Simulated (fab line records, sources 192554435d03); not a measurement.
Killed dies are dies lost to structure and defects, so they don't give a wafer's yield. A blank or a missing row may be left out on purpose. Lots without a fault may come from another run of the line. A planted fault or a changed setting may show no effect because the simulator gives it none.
Which tool did it? | flow n5_finfet | 12 lots, 35 wafers sampled, at 1 step of a route of 1938

WHAT THE GAUGES READ, wafer by wafer
N5_HKMG_FIN_INSPECT_28: inspects for defects (darkfield). Usual: raw_defect_count 44, standard deviation 19.
lot  | measured     | on                | raw_defect_count | flag
L166 | day 4 08:11  | defect_inspect-02 | 31 30 45         |
L167 | day 4 18:08  | defect_inspect-01 | 39 31 45         |
L172 | day 5 19:05  | defect_inspect-01 | 39 62 36         |
L173 | day 6 01:29  | defect_inspect-02 | 71 58 44         |
L179 | day 7 17:32  | defect_inspect-02 | 58 38 14         |
L182 | day 8 06:03  | defect_inspect-02 | 15 22            |
L183 | day 8 14:13  | defect_inspect-01 | 51 51 48         |
L184 | day 9 01:31  | defect_inspect-02 | 46 81 46         |
L186 | day 9 07:30  | defect_inspect-02 | 37 25 44         |
L187 | day 9 14:32  | defect_inspect-02 | 30 34 43         |
L188 | day 9 20:48  | defect_inspect-01 | 20 22 22         |
L189 | day 10 01:59 | defect_inspect-02 | 21 38 75         |

WHICH TOOL RAN EACH LOT (tool, then ch and the chambers of the sampled wafers, then the start)
The record holds no process step before these readings.

WHAT THE TOOLS THEMSELVES READ (means of the sampled wafers that have a number; where no wafer has one, the mark that the record gives instead)
The record holds no such reading with a usual standard deviation.

THE ANSWER, worked out from the rows above alone
Rule: a lot is off if the mean of its wafers that have a number lies more than 3 standard deviations from the usual mean. A lot without any number at a reading at which 4 lots or more have one is off too. The other lots that the step has rows for count as sound. The gauges are gone through in route order, then the tools' own readings, and for those a lot's mean is taken as printed above. The first step at which some lot is off is used, and at that step the reading that is off furthest; a lot without a number counts as furthest.
No lot is off at any reading shown: from this, nothing can be told.

WHAT THE SIMULATOR HAD PUT IN
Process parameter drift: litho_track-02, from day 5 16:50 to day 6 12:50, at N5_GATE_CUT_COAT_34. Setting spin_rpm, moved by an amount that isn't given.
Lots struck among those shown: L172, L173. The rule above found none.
